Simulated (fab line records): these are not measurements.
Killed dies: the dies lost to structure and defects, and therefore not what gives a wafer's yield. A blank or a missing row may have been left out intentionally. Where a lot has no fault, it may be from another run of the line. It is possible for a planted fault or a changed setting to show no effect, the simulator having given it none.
Which tool is to blame? | flow nandHarc | Sampling: 24 lots, 72 wafers, 5 of 1302 route steps

WHAT EACH GAUGE READ, for each wafer
NHARC_A_CONTACT_CD_MEAS_80. Usual: cdNm at 289.6 nm, with a standard deviation of 0.6.
lot  | measured     | on       | cdNm (nm)         | flag
L074 | day 22 09:02 | cdSem-03 | 290.1 290.4 290.1 | 
L075 | day 22 13:40 | cdSem-01 | 290.2 289.5 289.8 | 
L077 | day 23 05:35 | cdSem-03 | 290.8 289.8 290.9 | 
L076 | day 23 06:02 | cdSem-02 | 289.5 289.8 289.1 | 
L078 | day 23 20:46 | cdSem-01 | 290.1 289.2 289.3 | 
L080 | day 24 13:41 | cdSem-02 | 290.6 290.4 290.2 | 
L081 | day 24 20:03 | cdSem-02 | 289.8 289.7 289.6 | 
L079 | day 24 22:22 | cdSem-03 | 289.2 289.6 289.2 | 
L082 | day 25 09:41 | cdSem-03 | 289.4 290.1 290.0 | 
L083 | day 26 04:30 | cdSem-02 | 290.0 289.3 290.1 | 
L084 | day 26 16:58 | cdSem-03 | 289.9 290.5 290.1 | 
L086 | day 26 22:12 | cdSem-02 | 290.1 290.1 289.9 | 
L085 | day 27 01:19 | cdSem-02 | 290.0 290.6 290.2 | 
L088 | day 27 23:11 | cdSem-02 | 290.4 290.4 289.9 | 
L087 | day 28 03:23 | cdSem-03 | 289.9 290.7 289.5 | 
L089 | day 28 10:43 | cdSem-01 | 288.5 288.9 289.1 | 
L090 | day 28 14:04 | cdSem-03 | 290.0 289.6 290.0 | 
L091 | day 28 21:55 | cdSem-03 | 288.3 288.4 288.5 | 
L092 | day 30 06:31 | cdSem-03 | 289.5 289.9 289.4 | 
L093 | day 30 12:46 | cdSem-01 | 288.9 288.8 288.6 | 
L095 | day 30 19:49 | cdSem-03 | 288.8 289.4 289.1 | 
L094 | day 30 20:30 | cdSem-02 | 288.8 289.4 289.2 | 
L096 | day 31 15:17 | cdSem-01 | 290.7 289.9 290.1 | 
L097 | day 31 16:01 | cdSem-02 | 289.3 289.4 289.5 | 

EACH LOT AND THE TOOL THAT RAN IT (in order: tool; ch and the chambers of the sampled wafers; start)
lot  | NHARC_A_CONTACT_ETCH_96                      | NHARC_A_CONTACT_ETCH_75           | NHARC_A_CONTACT_ETCH_77                      | NHARC_A_CONTACT_ETCH_132
L074 | rieDiel-04 ch 1,2, day 22 04:38 or earlier   | rieDiel-04 ch 0,2,3, day 22 04:38 | rieDiel-04 ch 0,3, day 22 07:49 or earlier   | harCapEtch-02 ch 0,1, day 22 07:49
L075 | rieDiel-04 ch 2,3, day 22 00:33              | rieDiel-04 ch 0,1,3, day 22 09:37 | rieDiel-04 ch 1,3, day 22 12:31 or earlier   | harCapEtch-01 ch 0,1, day 22 12:31
L077 | rieDiel-04 ch 0,1,3, day 23 01:29 or earlier | rieDiel-04 ch 0,2,3, day 23 01:29 | rieDiel-04 ch 0,1,3, day 23 04:25 or earlier | harCapEtch-03 ch 0,1, day 23 04:25
L076 | rieDiel-03 ch 1,2,3, day 23 01:46 or earlier | rieDiel-05 ch 1,2,3, day 23 01:46 | rieDiel-05 ch 2,3, day 23 04:44 or earlier   | harCapEtch-01 ch 0,1, day 23 04:44
L078 | rieDiel-05 ch 0,2,3, day 23 16:41 or earlier | rieDiel-04 ch 0,3, day 23 16:41   | rieDiel-04 ch 0,2,3, day 23 19:35 or earlier | harCapEtch-02 ch 0,1, day 23 19:35
L080 | rieDiel-04 ch 0,1,2, day 24 03:11            | rieDiel-03 ch 0,2,3, day 24 09:36 | rieDiel-03 ch 1,2,3, day 24 12:31 or earlier | harCapEtch-01 ch 0,1, day 24 12:31
L081 | rieDiel-04 ch 1,2, day 24 04:02              | rieDiel-05 ch 1,2,3, day 24 15:58 | rieDiel-05 ch 0,1,3, day 24 18:53 or earlier | harCapEtch-02 ch 0,1, day 24 18:53
L079 | rieDiel-04 ch 0,1,2, day 24 18:19 or earlier | rieDiel-05 ch 0,1,2, day 24 18:19 | rieDiel-05 ch 1,2,3, day 24 21:13 or earlier | harCapEtch-01 ch 0,1, day 24 21:13
L082 | rieDiel-05 ch 0,1, day 25 05:37 or earlier   | rieDiel-03 ch 0,1,3, day 25 05:37 | rieDiel-03 ch 0,2,3, day 25 08:32 or earlier | harCapEtch-02 ch 0,1, day 25 08:32
L083 | rieDiel-03 ch 0,2,3, day 26 00:26 or earlier | rieDiel-04 ch 0,1,3, day 26 00:26 | rieDiel-04 ch 0,1,2, day 26 03:24 or earlier | harCapEtch-02 ch 0,1, day 26 03:24
L084 | rieDiel-04 ch 0,1,3, day 26 12:52 or earlier | rieDiel-04 ch 2,3, day 26 12:52   | rieDiel-04 ch 0,2, day 26 15:48 or earlier   | harCapEtch-03 ch 0,1, day 26 15:48
L086 | rieDiel-04 ch 1,2,3, day 26 18:08 or earlier | rieDiel-04 ch 1,2,3, day 26 18:08 | rieDiel-04 ch 0,1,3, day 26 21:02 or earlier | harCapEtch-02 ch 0,1, day 26 21:02
L085 | rieDiel-04 ch 0,2, day 26 21:15 or earlier   | rieDiel-04 ch 0,3, day 26 21:15   | rieDiel-04 ch 0,1,3, day 27 00:08 or earlier | harCapEtch-01 ch 0,1, day 27 00:08
L088 | rieDiel-04 ch 1,2,3, day 27 18:49 or earlier | rieDiel-04 ch 0,3, day 27 18:49   | rieDiel-04 ch 0,2,3, day 27 22:02 or earlier | harCapEtch-01 ch 0,1, day 27 22:02
L087 | rieDiel-05 ch 1,2, day 27 23:18 or earlier   | rieDiel-03 ch 0,1,3, day 27 23:18 | rieDiel-03 ch 1,2,3, day 28 02:11 or earlier | harCapEtch-01 ch 0,1, day 28 02:11
L089 | rieDiel-04 ch 0,1,2, day 28 06:38 or earlier | rieDiel-03 ch 2,3, day 28 06:38   | rieDiel-03 ch 2,3, day 28 09:35 or earlier   | harCapEtch-01 ch 0,1, day 28 09:35
L090 | rieDiel-03 ch 0,2, day 28 10:00 or earlier   | rieDiel-04 ch 1,3, day 28 10:00   | rieDiel-04 ch 0,1, day 28 12:53 or earlier   | harCapEtch-03 ch 0,1, day 28 12:53
L091 | rieDiel-04 ch 0,1, day 28 17:35 or earlier   | rieDiel-04 ch 1,2,3, day 28 17:35 | rieDiel-04 ch 2,3, day 28 20:44 or earlier   | harCapEtch-03 ch 0,1, day 28 20:44
L092 | rieDiel-04 ch 1,2, day 30 02:19 or earlier   | rieDiel-04 ch 0,3, day 30 02:19   | rieDiel-04 ch 2,3, day 30 05:13 or earlier   | harCapEtch-02 ch 0,1, day 30 05:13
L093 | rieDiel-04 ch 1,2, day 30 08:33 or earlier   | rieDiel-04 ch 0,3, day 30 08:33   | rieDiel-04 ch 0,1,3, day 30 11:36 or earlier | harCapEtch-02 ch 0,1, day 30 11:36
L095 | rieDiel-03 ch 0,1,3, day 30 15:32 or earlier | rieDiel-03 ch 0,2,3, day 30 15:32 | rieDiel-03 ch 0,1,2, day 30 18:39 or earlier | harCapEtch-01 ch 0,1, day 30 18:39
L094 | rieDiel-03 ch 0,2,3, day 30 15:59 or earlier | rieDiel-03 ch 0,2,3, day 30 15:59 | rieDiel-03 ch 0,1, day 30 19:21 or earlier   | harCapEtch-02 ch 0,1, day 30 19:21
L096 | rieDiel-04 ch 0,2,3, day 31 11:13 or earlier | rieDiel-04 ch 0,3, day 31 11:13   | rieDiel-04 ch 0,3, day 31 14:06 or earlier   | harCapEtch-02 ch 0,1, day 31 14:06
L097 | rieDiel-03 ch 0,1,3, day 31 05:56            | rieDiel-05 ch 0,1,3, day 31 11:53 | rieDiel-05 ch 0,2,3, day 31 14:50 or earlier | harCapEtch-01 ch 0,1, day 31 14:50
- NHARC_A_CONTACT_ETCH_96: etches the open film in C4F6/O2, target depth 20 nm, time 10 s.
- NHARC_A_CONTACT_ETCH_75: etches the open film in CF4, target depth 39 nm, time 65 s.
- NHARC_A_CONTACT_ETCH_77: etches the open film in CF4/CHF3, target depth 108.9 nm, time 54.5 s.
- NHARC_A_CONTACT_ETCH_132: etches the open film in C4F8/O2/Ar, time 197 s, target depth 1924 nm.

WHAT THE TOOLS THEMSELVES READ (means of the sampled wafers that have a number; where no wafer has one, the mark that the record gives instead)
NHARC_A_CONTACT_ETCH_96. Usual: drypumpMotorCurrentA 6.0 A, standard deviation 0.63; oesProductAu 0.968 a.u., standard deviation 0.025; rfVppV 547 V, standard deviation 3.3; showerheadPlenumPTorr 3.94 Torr, standard deviation 0.15; throttleValvePct 26.904 %, standard deviation 0.0092.
lot  | tool       | drypumpMotorCurrentA (A) | oesProductAu (a.u.) | rfVppV (V) | showerheadPlenumPTorr (Torr) | throttleValvePct (%) | flag
L074 | rieDiel-04 | 6.4                      | 0.974               | 548        | 4.00                         | 26.903               | 
L075 | rieDiel-04 | 6.4                      | 0.996               | 547        | 3.88                         | 26.907               | 
L077 | rieDiel-04 | 5.9                      | 0.953               | 547        | 3.94                         | 26.903               | 
L076 | rieDiel-03 | 5.5                      | 0.995               | 549        | 4.03                         | 26.904               | 
L078 | rieDiel-05 | 5.6                      | 0.936               | 548        | 3.92                         | 26.908               | 
L080 | rieDiel-04 | 5.9                      | 0.946               | 546        | 3.96                         | 26.894               | 
L081 | rieDiel-04 | 6.5                      | 0.952               | 551        | 4.10                         | 26.908               | 
L079 | rieDiel-04 | 5.9                      | 0.963               | 546        | 3.96                         | 26.909               | 
L082 | rieDiel-05 | 5.8                      | 0.973               | 545        | 3.80                         | 26.911               | 
L083 | rieDiel-03 | 5.8                      | 0.956               | 549        | 4.03                         | 26.901               | 
L084 | rieDiel-04 | 5.9                      | 0.998               | 547        | 3.94                         | 26.910               | 
L086 | rieDiel-04 | 6.5                      | 0.994               | 548        | 3.97                         | 26.900               | 
L085 | rieDiel-04 | 5.9                      | 0.998               | 546        | 3.84                         | 26.910               | 
L088 | rieDiel-04 | 6.4                      | 0.962               | 548        | 3.97                         | 26.916               | 
L087 | rieDiel-05 | 5.6                      | 0.947               | 544        | 3.80                         | 26.916               | 
L089 | rieDiel-04 | 5.9                      | 0.997               | 548        | 3.95                         | 26.898               | 
L090 | rieDiel-03 | 5.5                      | 0.992               | 546        | 3.92                         | 26.900               | 
L091 | rieDiel-04 | 5.9                      | 0.934               | 551        | 4.06                         | 26.908               | 
L092 | rieDiel-04 | 6.5                      | 0.986               | 551        | 4.09                         | 26.903               | 
L093 | rieDiel-04 | 6.4                      | 0.927               | 550        | 4.09                         | 26.898               | 
L095 | rieDiel-03 | 6.0                      | 0.995               | 549        | 4.03                         | 26.910               | 
L094 | rieDiel-03 | 5.8                      | 0.938               | 549        | 4.01                         | 26.905               | 
L096 | rieDiel-04 | 5.9                      | 0.945               | 545        | 3.82                         | 26.901               | 
L097 | rieDiel-03 | 6.0                      | 0.954               | 549        | 4.03                         | 26.911               | 

NHARC_A_CONTACT_ETCH_75. Usual: drypumpMotorCurrentA 5.9 A, standard deviation 0.63; oesProductAu 0.998 a.u., standard deviation 0.0082; rfVppV 151.2 V, standard deviation 1.1; showerheadPlenumPTorr 1.77 Torr, standard deviation 0.069; throttleValvePct 13.283 %, standard deviation 0.01.
lot  | tool       | drypumpMotorCurrentA (A) | oesProductAu (a.u.) | rfVppV (V) | showerheadPlenumPTorr (Torr) | throttleValvePct (%) | flag
L074 | rieDiel-04 | 5.9                      | 0.991               | 150.6      | 1.73                         | 13.272               | 
L075 | rieDiel-04 | 5.9                      | 0.995               | 151.2      | 1.78                         | 13.276               | 
L077 | rieDiel-04 | 5.9                      | 0.994               | 150.8      | 1.73                         | 13.290               | 
L076 | rieDiel-05 | 5.7                      | 0.997               | 150.8      | 1.74                         | 13.274               | 
L078 | rieDiel-04 | 5.9                      | 1.006               | 150.5      | 1.72                         | 13.281               | 
L080 | rieDiel-03 | 5.8                      | 1.010               | 151.4      | 1.82                         | 13.286               | 
L081 | rieDiel-05 | 5.8                      | 0.989               | 151.1      | 1.74                         | 13.281               | 
L079 | rieDiel-05 | 5.7                      | 1.004               | 150.1      | 1.71                         | 13.281               | 
L082 | rieDiel-03 | 6.0                      | 1.003               | 152.3      | 1.83                         | 13.278               | 
L083 | rieDiel-04 | 5.9                      | 1.001               | 151.0      | 1.78                         | 13.286               | 
L084 | rieDiel-04 | 6.4                      | 1.001               | 150.2      | 1.74                         | 13.292               | 
L086 | rieDiel-04 | 6.4                      | 1.002               | 151.5      | 1.79                         | 13.287               | 
L085 | rieDiel-04 | 5.9                      | 1.003               | 150.1      | 1.72                         | 13.281               | 
L088 | rieDiel-04 | 5.3                      | 0.995               | 150.5      | 1.71                         | 13.280               | 
L087 | rieDiel-03 | 6.0                      | 1.000               | 151.3      | 1.82                         | 13.293               | 
L089 | rieDiel-03 | 5.3                      | 0.992               | 150.9      | 1.80                         | 13.288               | 
L090 | rieDiel-04 | 6.5                      | 0.998               | 151.0      | 1.79                         | 13.287               | 
L091 | rieDiel-04 | 6.4                      | 0.995               | 152.0      | 1.79                         | 13.280               | 
L092 | rieDiel-04 | 5.9                      | 0.995               | 150.5      | 1.71                         | 13.286               | 
L093 | rieDiel-04 | 5.9                      | 0.992               | 150.8      | 1.71                         | 13.278               | 
L095 | rieDiel-03 | 5.8                      | 0.997               | 151.9      | 1.81                         | 13.278               | 
L094 | rieDiel-03 | 5.8                      | 0.997               | 151.7      | 1.81                         | 13.293               | 
L096 | rieDiel-04 | 5.3                      | 0.998               | 150.7      | 1.70                         | 13.272               | 
L097 | rieDiel-05 | 5.9                      | 0.991               | 150.5      | 1.72                         | 13.287               | 

NHARC_A_CONTACT_ETCH_77. Usual: drypumpMotorCurrentA 5.9 A, standard deviation 0.64; oesProductAu 0.938 a.u., standard deviation 0.023; rfVppV 370.6 V, standard deviation 2.2; showerheadPlenumPTorr 1.57 Torr, standard deviation 0.062; throttleValvePct 16.802 %, standard deviation 0.0091.
lot  | tool       | drypumpMotorCurrentA (A) | oesProductAu (a.u.) | rfVppV (V) | showerheadPlenumPTorr (Torr) | throttleValvePct (%) | flag
L074 | rieDiel-04 | 5.9                      | 0.962               | 369.1      | 1.53                         | 16.795               | 
L075 | rieDiel-04 | 6.5                      | 0.940               | 371.2      | 1.59                         | 16.805               | 
L077 | rieDiel-04 | 5.9                      | 0.924               | 371.1      | 1.58                         | 16.807               | 
L076 | rieDiel-05 | 5.7                      | 0.927               | 371.0      | 1.59                         | 16.797               | 
L078 | rieDiel-04 | 5.9                      | 0.973               | 369.6      | 1.54                         | 16.804               | 
L080 | rieDiel-03 | 5.5                      | 0.926               | 371.7      | 1.61                         | 16.803               | 
L081 | rieDiel-05 | 5.8                      | 0.925               | 369.7      | 1.54                         | 16.796               | 
L079 | rieDiel-05 | 5.7                      | 0.921               | 369.5      | 1.55                         | 16.798               | 
L082 | rieDiel-03 | 5.8                      | 0.931               | 371.5      | 1.62                         | 16.803               | 
L083 | rieDiel-04 | 5.9                      | 0.920               | 371.3      | 1.59                         | 16.801               | 
L084 | rieDiel-04 | 5.4                      | 0.974               | 368.7      | 1.53                         | 16.802               | 
L086 | rieDiel-04 | 5.9                      | 0.925               | 370.0      | 1.58                         | 16.805               | 
L085 | rieDiel-04 | 5.9                      | 0.925               | 371.3      | 1.58                         | 16.800               | 
L088 | rieDiel-04 | 5.9                      | 0.923               | 369.2      | 1.54                         | 16.804               | 
L087 | rieDiel-03 | 5.5                      | 0.974               | 371.6      | 1.61                         | 16.802               | 
L089 | rieDiel-03 | 5.6                      | 0.976               | 372.0      | 1.64                         | 16.799               | 
L090 | rieDiel-04 | 5.9                      | 0.916               | 372.1      | 1.63                         | 16.800               | 
L091 | rieDiel-04 | 6.4                      | 0.924               | 370.7      | 1.55                         | 16.802               | 
L092 | rieDiel-04 | 6.4                      | 0.925               | 369.4      | 1.54                         | 16.795               | 
L093 | rieDiel-04 | 5.9                      | 0.965               | 370.8      | 1.58                         | 16.794               | 
L095 | rieDiel-03 | 5.7                      | 0.976               | 370.5      | 1.57                         | 16.803               | 
L094 | rieDiel-03 | 6.2                      | 0.923               | 371.1      | 1.59                         | 16.808               | 
L096 | rieDiel-04 | 5.4                      | 0.926               | 368.8      | 1.52                         | 16.799               | 
L097 | rieDiel-05 | 5.6                      | 0.918               | 370.6      | 1.56                         | 16.805               | 

THE ANSWER, worked out from the rows above alone
Rule: lot off if the mean of its wafers having a number is beyond 3 standard deviations from the usual mean. A lot without any number at a reading at which 4 lots or more have one is off too. The other lots that the step has rows for count as sound. The gauges are gone through in route order, then the tools' own readings, and for those a lot's mean is taken as printed above. The first step at which some lot is off is used, and at that step the reading that is off furthest; a lot without a number counts as furthest.
None of the lots is off at any reading shown; this tells nothing.

WHAT THE SIMULATOR HAD INSERTED
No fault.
